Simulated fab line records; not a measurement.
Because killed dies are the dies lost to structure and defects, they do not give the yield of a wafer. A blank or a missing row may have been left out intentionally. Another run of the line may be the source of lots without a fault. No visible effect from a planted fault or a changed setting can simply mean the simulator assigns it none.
A lot that was struck, set against a sound lot / flow n5 finfet / 30 out of 1938 route steps
Sound: the wafers L834.2, L834.4, L834.5. Wafers struck: L829.1, L829.4, L829.6. Last of all comes the cause.
Per side, at each step with rows, come the tool, then ch with its chambers, and then its first start. Under that, the readings that differ: sound wafers / struck wafers / difference of the means / sigmas: that difference in standard deviations of wafers without a fault.
alike: words and numbers the same on both sides, and readings whose means are apart by under 2 such deviations; not compared: readings that were withheld, readings missing a value for some wafer, numbers with overlapping values and no deviation given by the record, and bounds like >300 which may hide the same value.
Wherever a step has rows on one side only, a row that says differs or no value, or a row with sigmas, the two part there. When numbers do not overlap yet have no deviation, they are printed without sigmas and do not part them. Lack of a reading on every wafer of one side parts them only where that side has two or more wafers.

first, 8 steps without rows for these wafers: N5_FIN_SAQP_HM_OPEN_33 (chemistry CH3F/O2, target SiNx, target depth 49.4 nm, time 70.6 s); N5_FIN_SAQP_ETCH_34 (etches SiO2 in C4F6/O2, target depth 45 nm, time 15 s); N5_FIN_SAQP_STRIP_77 (strips in N2/H2, time 90 s); N5_FIN_SAQP_ETCH_64 (etches SiO2 in CF4, target depth 1.5 nm); N5_FIN_SAQP_FIN_ETCH_36 (etches the open film in HBr/Cl2/O2, target depth 120 nm, time 50.4 s); N5_FIN_SAQP_PRECLEAN_38 (cleans in O3/DIW, time 45 s); N5_FIN_SAQP_PRECLEAN_45 (cleans in dHF, time 10 s); N5_FIN_SAQP_SRD_39 (time 30 s).
N5_FIN_CUT_COAT_18: time 60 s, resist thk 230 nm.
  sound on litho track-03 ch 0, day 7 21:24; struck on litho track-05 ch 0, day 6 15:28
reading=heater power total W (W); sound=498.0 498.8 498.5; struck=400.6 397.9 397.3; difference=-99.8; sigmas=-55
reading=plate temp C (C); sound=249.74 249.97 250.22; struck=208.30 208.62 208.56; difference=-41.48; sigmas=-99 or more
reading=model.SOC_of_FIN_CUT_COAT_18.thk nm (nm); sound=231.2 230.6 230.6; struck=240.2 240.8 240.4; difference=+9.7; sigmas=
then, 11 steps without rows for these wafers: N5_FIN_CUT_COAT_19 (time 60 s, resist thk 20 nm); N5_FIN_CUT_COAT_29 (time 60 s, resist thk 10 nm); N5_FIN_CUT_COAT_02 (resist thk 30 nm); N5_FIN_CUT_EBR_04; N5_FIN_CUT_SOFTBAKE_03 (time 60 s); N5_FIN_CUT_EXPOSE_05 (exposes mask FIN CUT); N5_FIN_CUT_PEB_06 (peb time 60 s); N5_FIN_CUT_DEVELOP_07 (develop time 30 s); N5_FIN_CUT_DESCUM_13 (chemistry O2, time 7 s); N5_FIN_CUT_ETCH_30 (etches underlayer in N2/H2, target depth 13 nm, time 10.4 s); N5_FIN_CUT_ETCH_20 (etches SiARC in CF4, target depth 26 nm, time 43.3 s).
N5_FIN_CUT_ETCH_21: etches SOC in N2/H2, target depth 219 nm, overetch 43.8 nm, time 523.5 s.
  sound on rie diel-06 ch 0,2,3, day 7 22:16; struck on rie diel-02 ch 0,1,2, day 6 16:05
reading=model.etch.depth nm (nm); sound=231.1 230.5 230.6; struck=227 227.6 227.2; difference=-3; sigmas=
  alike: bias w, drypump motor current A, oes product au, rf vpp V, showerhead plenum p Torr, throttle valve pct
  not compared: rf hours counter h
then, 7 steps without rows for these wafers: N5_FIN_CUT_STRIP_23 (strips in N2/H2); N5_FIN_CUT_STRIP_31 (strips in N2/H2); N5_FIN_CUT_STRIP_24 (strips in CF4); N5_FIN_CUT_CUT_ETCH_26 (etches SiNx in CH3F/O2, target depth 39 nm, time 55.7 s); N5_FIN_CUT_CUT_ETCH_27 (etches SiO2 in CHF3/O2, target depth 4 nm, overetch 2 nm, time 4.9 s); N5_FIN_CUT_PRECLEAN_35 (cleans in vHF, time 13.3 s); N5_FIN_CUT_CUT_ETCH_15 (etches Si in HBr/Cl2/O2, target depth 100 nm, bt time 10 s, time 42.4 s).
N5_FIN_CUT_CUT_ETCH_28: etches Si in HBr/Cl2/O2, target depth 6 nm, time 2.4 s.
  sound on rie si-05 ch 0,2,3, day 7 22:51; struck on rie si-05 ch 0,1,2, day 6 16:41
reading=model.SOC_of_FIN_CUT_COAT_18.thk nm (nm); sound=171.2 168.4 169.6; struck=167 166.8 164.6; difference=-4; sigmas=
  alike: drypump motor current A, oes product au, throttle valve pct
  not compared: bias w, rf hours counter h
then, 1 step without rows for these wafers: N5_FIN_CUT_STRIP_22 (strips in N2/H2).

## WHERE THEY PART
Only at N5_FIN_CUT_COAT_18, within this record. Later steps at which nothing parts them and some readings are alike: N5_FIN_CUT_ETCH_21, N5_FIN_CUT_CUT_ETCH_28.

WHY: what the simulator had put in
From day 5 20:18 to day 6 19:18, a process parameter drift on litho track-05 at N5_FIN_CUT_COAT_18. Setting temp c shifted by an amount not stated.
